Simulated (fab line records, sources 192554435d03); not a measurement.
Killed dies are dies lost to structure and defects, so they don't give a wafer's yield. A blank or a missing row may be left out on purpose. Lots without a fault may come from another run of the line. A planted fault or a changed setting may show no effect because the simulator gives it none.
Chamber matching | flow n5_finfet | N5_BEOL_M0_STRIP_140 on rie_diel-04: 4 sister chambers
The step strips in CF4. 8 wafers are shown with their chamber, then 8 later ones without.

WAFERS WITH THEIR CHAMBER
wafer  | chamber | showerhead_plenum_p_Torr (Torr) | throttle_valve_pct (%)
L078.1 | 0       | 1.77                            | 13.90
L078.3 | 1       | 1.86                            | 13.84
L082.1 | 1       | 1.86                            | 13.85
L082.5 | 3       | 1.90                            | 13.36
L091.1 | 3       | 1.89                            | 13.39
L091.2 | 2       | 1.80                            | 13.69
L091.3 | 0       | 1.77                            | 13.38
L092.2 | 2       | 1.80                            | 13.70

WAFERS WITHOUT THEIR CHAMBER
wafer  | showerhead_plenum_p_Torr (Torr) | throttle_valve_pct (%)
L092.4 | 1.77                            | 13.42
L092.6 | 1.77                            | 13.42
L095.1 | 1.76                            | 13.42
L095.4 | 1.89                            | 13.41
L095.5 | 1.85                            | 13.95
L096.1 | 1.76                            | 13.41
L096.2 | 1.80                            | 13.72
L096.5 | 1.80                            | 13.70

WHICH CHAMBER EACH WENT THROUGH
wafer  | from the rows above | in truth
L092.4 | 0                   | 0
L092.6 | 0                   | 0
L095.1 | 0                   | 0
L095.4 | 3                   | 3
L095.5 | 1                   | 1
L096.1 | 0                   | 0
L096.2 | 2                   | 2
L096.5 | 2                   | 2
Placed correctly: 8 of 8. Can't be placed from these rows: 0. Placed wrongly: 0.
How it was worked out, from the rows above alone: a wafer's distance from a chamber is the root of the sum, over the readings, of the square of ((its reading less the chamber's mean) divided by the reading's scatter). The wafer belongs to the nearest chamber; if the next one is less than 2 further off, it can't be placed. A chamber's mean is the mean of its shown wafers. The scatter: the root of (the sum of the squares of (reading less its chamber's mean) over the shown wafers, divided by (wafers less chambers)).
